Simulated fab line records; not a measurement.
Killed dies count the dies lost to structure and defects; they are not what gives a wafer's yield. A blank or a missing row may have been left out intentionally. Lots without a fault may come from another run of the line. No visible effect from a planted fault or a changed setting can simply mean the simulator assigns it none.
Chamber matching    flow nand harc    NHARC_A_CHANNEL_HOLE_D1_ETCH_44 on rie diel-08: 4 sister chambers
The step etches the open film in CF4/O2, target depth 140 nm, overetch 14 nm, time 77 s. 14 wafers are shown with their chamber, then 7 later ones without.

WAFERS PAIRED WITH THEIR CHAMBERS
wafer   chamber  drypump motor current A (A)  showerhead plenum p Torr (Torr)  rf vpp V (V)
L078.1  1        5.58                         1.40                             199.2
L078.2  2        5.59                         1.32                             197.4
L078.4  0        5.34                         1.37                             198.1
L079.2  3        5.81                         1.33                             197.2
L079.5  1        5.60                         1.39                             200.0
L079.6  0        5.36                         1.37                             199.1
L080.1  1        5.58                         1.39                             197.8
L080.2  0        5.34                         1.37                             196.6
L080.4  2        5.60                         1.32                             197.5
L082.1  0        5.34                         1.36                             199.0
L082.5  1        5.56                         1.39                             198.4
L082.6  0        5.35                         1.37                             197.7
L083.1  1        5.59                         1.39                             198.9
L083.3  3        5.79                         1.33                             197.6

SIGNATURES (means of the wafers above)
reading                   chamber 0  chamber 1  chamber 2  chamber 3  scatter within a chamber
drypump motor current A   5.3460     5.5820     5.5950     5.8000     0.012
showerhead plenum p Torr  1.3680     1.3920     1.3200     1.3300     0.004
rf vpp V                  198.100    198.860    197.450    197.400    0.84
Rule: distance of a wafer from a chamber = root of the sum over the readings of ((wafer's reading minus chamber's mean) / reading's scatter) squared. If the next closest chamber is less than 2 further off than the closest, the wafer can't be placed; otherwise it belongs to the closest. How the scatter is found: for the shown wafers, subtract from each reading the mean of its chamber, square and add these, divide the total by (wafers less chambers), then take the root.

WAFERS WITH NO CHAMBER GIVEN
wafer   drypump motor current A (A)  showerhead plenum p Torr (Torr)  rf vpp V (V)
L083.4  5.37                         1.36                             196.5
L089.2  5.34                         1.36                             199.9
L089.3  5.59                         1.39                             200.1
L089.6  5.34                         1.36                             198.8
L090.1  5.84                         1.32                             197.1
L090.3  5.34                         1.36                             197.8
L090.6  5.57                         1.31                             196.4

WHICH CHAMBER EACH ONE RAN IN
wafer   from the rows above  in truth
L083.4  0                    0
L089.2  0                    0
L089.3  1                    1
L089.6  0                    0
L090.1  3                    3
L090.3  0                    0
L090.6  2                    2
Correctly placed: 7 of 7. From these rows, 0 cannot be placed. Wrongly placed: 0.
